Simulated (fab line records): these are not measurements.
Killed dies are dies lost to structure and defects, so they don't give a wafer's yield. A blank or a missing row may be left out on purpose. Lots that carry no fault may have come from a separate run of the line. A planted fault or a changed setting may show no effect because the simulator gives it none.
Split-lot study + flow n5_finfet + route with 1938 steps; 7 lots, 39 wafers read

== ABOUT THE SPLIT ==
At N5_BEOL_M4_ETCH_70 (etches SOC in N2/H2, target depth 80 nm, overetch 24 nm, time 130 s), the setting time_s was moved away from the recipe's 130 s on 9 of the 39 wafers read, by -48.7% to +19.5%. All remaining wafers had this setting at the recipe value.

The reading is taken at the split's own step.

== THE READING ==
SiARC_of_BEOL_M4_COAT_68.thk_nm (the simulator's own value, which no gauge read), in nm, at N5_BEOL_M4_ETCH_70 (etches SOC in N2/H2, target depth 80 nm, overetch 24 nm, time 130 s). The file does not state a usual value for it. Across the 30 wafers here that went through the recipe, the average is 5.8 nm and the standard deviation 0.23 nm.

| wafer  | tool, chamber at the split | time_s as run, s | against the recipe | SiARC_of_BEOL_M4_COAT_68.thk_nm, nm | against lot-mates on the recipe |
|--------|----------------------------|------------------|--------------------|-------------------------------------|---------------------------------|
| L074.1 | rie_diel-01, 1             | 130              | recipe             | 5.8                                 | -                               |
| L074.2 | rie_diel-01, 0             | 130              | recipe             | 5.8                                 | -                               |
| L074.3 | rie_diel-01, 2             | 130              | recipe             | 5.6                                 | -                               |
| L074.4 | rie_diel-01, 3             | 130              | recipe             | 6                                   | -                               |
| L074.5 | rie_diel-01, 2             | 130              | recipe             | 5.6                                 | -                               |
| L074.6 | rie_diel-01, 3             | 130              | recipe             | 6.2                                 | -                               |
| L081.1 | rie_diel-01, 3             | 130              | recipe             | 6                                   | -                               |
| L081.2 | rie_diel-01, 0             | 130              | recipe             | 5.6                                 | -                               |
| L081.3 | rie_diel-01, 1             | 130              | recipe             | 5.4                                 | -                               |
| L081.4 | rie_diel-01, 2             | 130              | recipe             | 5.6                                 | -                               |
| L081.5 | rie_diel-01, 0             | 130              | recipe             | 5.6                                 | -                               |
| L081.6 | rie_diel-01, 3             | 130              | recipe             | 6                                   | -                               |
| L082.1 | rie_diel-01, 1             | 155.4            | +19.5%             | 4.4                                 | -1.5                            |
| L082.2 | rie_diel-01, 3             | 130              | recipe             | 6.2                                 | -                               |
| L082.3 | rie_diel-01, 0             | 130              | recipe             | 5.8                                 | -                               |
| L082.4 | rie_diel-01, 2             | 130              | recipe             | 5.6                                 | -                               |
| L082.5 | rie_diel-01, 3             | 155.4            | +19.5%             | 5                                   | -0.9                            |
| L082.6 | rie_diel-01, 0             | 155.4            | +19.5%             | 4.6                                 | -1.3                            |
| L085.1 | rie_diel-01, 3             | 70.54            | -45.7%             | 8.8                                 | +3.2                            |
| L085.2 | rie_diel-01, 0             | 130              | recipe             | 5.6                                 | -                               |
| L085.3 | rie_diel-01, 1             | 70.54            | -45.7%             | 8.6                                 | +3.0                            |
| L085.4 | rie_diel-01, 2             | 130              | recipe             | 5.6                                 | -                               |
| L085.5 | rie_diel-01, 3             | 70.54            | -45.7%             | 8.8                                 | +3.2                            |
| L085.6 | rie_diel-01, 2             | 130              | recipe             | 5.6                                 | -                               |
| L089.1 | rie_diel-02, 2             | 130              | recipe             | 5.8                                 | -                               |
| L089.2 | rie_diel-02, 0             | 130              | recipe             | 5.4                                 | -                               |
| L089.3 | rie_diel-02, 3             | 130              | recipe             | 6.2                                 | -                               |
| L089.4 | rie_diel-02, 1             | 130              | recipe             | 5.8                                 | -                               |
| L089.5 | rie_diel-02, 0             | 130              | recipe             | 5.6                                 | -                               |
| L089.6 | rie_diel-02, 3             | 130              | recipe             | 6                                   | -                               |
| L092.1 | rie_diel-01, 3             | 130              | recipe             | 6                                   | -                               |
| L092.2 | rie_diel-01, 0             | 130              | recipe             | 5.6                                 | -                               |
| L092.3 | rie_diel-01, 1             | 130              | recipe             | 5.6                                 | -                               |
| L093.1 | rie_diel-02, 3             | 130              | recipe             | 6                                   | -                               |
| L093.2 | rie_diel-02, 0             | 130              | recipe             | 5.6                                 | -                               |
| L093.3 | rie_diel-02, 2             | 66.71            | -48.7%             | 9                                   | +3.1                            |
| L093.4 | rie_diel-02, 1             | 66.71            | -48.7%             | 8.8                                 | +2.9                            |
| L093.5 | rie_diel-02, 0             | 66.71            | -48.7%             | 8.6                                 | +2.7                            |
| L093.6 | rie_diel-02, 3             | 130              | recipe             | 6                                   | -                               |

THE FIT
A straight line over all 39 wafers: SiARC_of_BEOL_M4_COAT_68.thk_nm changes by -0.0626 nm for each +1% of time_s; r = -0.98; the points scatter about the line by 0.23 nm.
The same after taking each lot's own level away (the mean of its wafers on the recipe; 39 wafers): -0.0638 nm for each +1%; r = -0.98; scatter 0.23 nm.
On that fit, the largest move of time_s shifts the reading by 3.1 nm.
Across the lots, their own levels run from 5.60 to 5.87 nm, a range of 1.2 times the standard deviation given above.
The two slopes are in agreement: the lot-to-lot level therefore moves the slope only a little.
Check: with one of the wafers moved furthest among these (-48.7%) left out of the fit, the line predicts +3.11 nm for it against its lot-mates. Against them it came out at +3.13 nm.

== THESE WAFERS: OTHER SPLITS ==
Before the reading, these wafers also passed through other splits. Each is held against what the fit with the lots' levels taken away leaves over:
| other split on the same wafers     | wafers away from the commonest value | r with SiARC_of_BEOL_M4_COAT_68.thk_nm (lot level and that fit taken away) |
|------------------------------------|--------------------------------------|----------------------------------------------------------------------------|
| N5_HKMG_FIN_ALD_91 ald_cycles      | 18                                   | +0.29                                                                      |
| N5_MOL_CONTACT_COAG_ETCH_91 time_s | 12                                   | -0.18                                                                      |
| N5_BEOL_M1_TRENCH_ETCH_37 time_s   | 15                                   | +0.01                                                                      |

== THE WHOLE CHAIN: every reading that the file lists as answering this split, in the file's order ==
| step               | what it does                                                        | reading                                                                          | change (the file's fit)                | r (the file's) |
|--------------------|---------------------------------------------------------------------|----------------------------------------------------------------------------------|----------------------------------------|----------------|
| N5_BEOL_M4_ETCH_70 | etches SOC in N2/H2, target depth 80 nm, overetch 24 nm, time 130 s | etch.depth_nm (the simulator's own value, which no gauge read)                   | +0.105 nm for each +1% of the setting  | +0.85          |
| N5_BEOL_M4_ETCH_70 | etches SOC in N2/H2, target depth 80 nm, overetch 24 nm, time 130 s | SiARC_of_BEOL_M4_COAT_68.thk_nm (the simulator's own value, which no gauge read) | -0.0639 nm for each +1% of the setting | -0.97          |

== THE FILE'S OWN FIT ==
SiARC_of_BEOL_M4_COAT_68.thk_nm changes by -0.0639 nm for each +1% of time_s, r = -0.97.
